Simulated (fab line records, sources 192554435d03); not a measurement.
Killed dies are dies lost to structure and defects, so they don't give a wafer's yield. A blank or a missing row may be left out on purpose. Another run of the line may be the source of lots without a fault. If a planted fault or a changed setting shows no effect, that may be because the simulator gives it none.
Chamber matching    flow n5-finfet    rie-diel-01 running N5_BEOL_M4_ETCHBACK_99: 4 sister chambers
The step etches SiO2 in CHF3, target depth 5 nm, time 10.4 s. 8 wafers are shown with their chamber, then 11 later ones without.

WAFERS PAIRED WITH THEIR CHAMBERS
wafer   chamber  showerhead-plenum-p-Torr (Torr)  throttle-valve-pct (%)
L077.4  0        2.03                             17.04
L083.4  0        2.02                             17.08
L084.1  1        2.19                             16.66
L084.5  3        2.24                             17.19
L090.2  2        2.13                             16.95
L090.3  3        2.23                             17.23
L090.6  2        2.13                             16.95
L092.2  1        2.19                             16.67

WAFERS MISSING THEIR CHAMBER
wafer   showerhead-plenum-p-Torr (Torr)  throttle-valve-pct (%)
L092.4  2.13                             16.96
L092.5  2.19                             16.69
L093.2  2.02                             17.08
L093.3  2.13                             16.97
L093.5  2.19                             16.69
L095.1  2.02                             17.11
L095.3  2.19                             16.70
L095.6  2.23                             17.24
L096.2  2.13                             16.98
L096.3  2.19                             16.71
L096.5  2.23                             17.25

CHAMBER TAKEN BY EACH
wafer   from the rows above  in truth
L092.4  2                    2
L092.5  1                    1
L093.2  0                    0
L093.3  2                    2
L093.5  1                    1
L095.1  0                    0
L095.3  1                    1
L095.6  3                    3
L096.2  2                    2
L096.3  1                    1
L096.5  3                    3
Correct placement for 11 of the 11. Can't be placed from these rows: 0. Placed wrongly: 0.
How it was worked out, from the rows above alone: a wafer's distance from a chamber is the root of the sum, over the readings, of the square of ((its reading less the chamber's mean) divided by the reading's scatter). If the next closest chamber is less than 2 further off than the closest, the wafer can't be placed; otherwise it belongs to the closest. For every chamber, the mean is computed from those of its wafers that are shown. The scatter: the root of (the sum of the squares of (reading less its chamber's mean) over the shown wafers, divided by (wafers less chambers)).
